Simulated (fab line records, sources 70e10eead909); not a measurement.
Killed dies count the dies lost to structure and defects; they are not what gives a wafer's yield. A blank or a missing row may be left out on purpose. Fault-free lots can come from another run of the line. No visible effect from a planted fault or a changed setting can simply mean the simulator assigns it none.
Chamber matching | flow nand_harc | NHARC_A_SGD_CUT_CMP_21 on cmp-03: 4 sister chambers
The step polishes, target thk 148.19 nm. 4 wafers are shown with their chamber, then 12 later ones without.

== WAFERS PAIRED WITH THEIR CHAMBERS ==
wafer  | chamber | motor_current_A (A)
L091.4 | 2       | 10.6
L091.3 | 3       | 10.5
L091.5 | 0       | 12.4
L091.6 | 1       | 12.5

== WAFERS MISSING THEIR CHAMBER ==
wafer  | motor_current_A (A)
L093.2 | 12.2
L093.4 | 12.1
L093.6 | 13.1
L095.3 | 13.3
L095.4 | 10.8
L095.6 | 12.9
L095.1 | 12.0
L095.2 | 10.5
L095.5 | 12.1
L097.2 | 12.5
L097.3 | 10.9
L097.6 | 10.7

== WHICH CHAMBER EACH WENT THROUGH ==
wafer  | from the rows above     | in truth
L093.2 | can't be placed: 0 or 1 | 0
L093.4 | can't be placed: 0 or 1 | 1
L093.6 | can't be placed: 1 or 0 | 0
L095.3 | can't be placed: 1 or 0 | 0
L095.4 | can't be placed: 2 or 3 | 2
L095.6 | can't be placed: 1 or 0 | 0
L095.1 | can't be placed: 0 or 1 | 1
L095.2 | can't be placed: 3 or 2 | 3
L095.5 | can't be placed: 0 or 1 | 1
L097.2 | can't be placed: 1 or 0 | 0
L097.3 | can't be placed: 2 or 3 | 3
L097.6 | can't be placed: 2 or 3 | 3
Correctly placed: 0 of 12. Not placeable from these rows: 12 (in 12, the candidates include the true chamber). Wrongly placed: 0.
How it was worked out, from the rows above alone: a wafer's distance from a chamber is the root of the sum, over the readings, of the square of ((its reading less the chamber's mean) divided by the reading's scatter). If the next closest chamber is less than 2 further off than the closest, the wafer can't be placed; otherwise it belongs to the closest. Each chamber's mean is taken over the wafers shown for it. The scatter: with one shown wafer a chamber, the root of the mean of the squares of how far each hidden wafer lies from its nearest shown one.
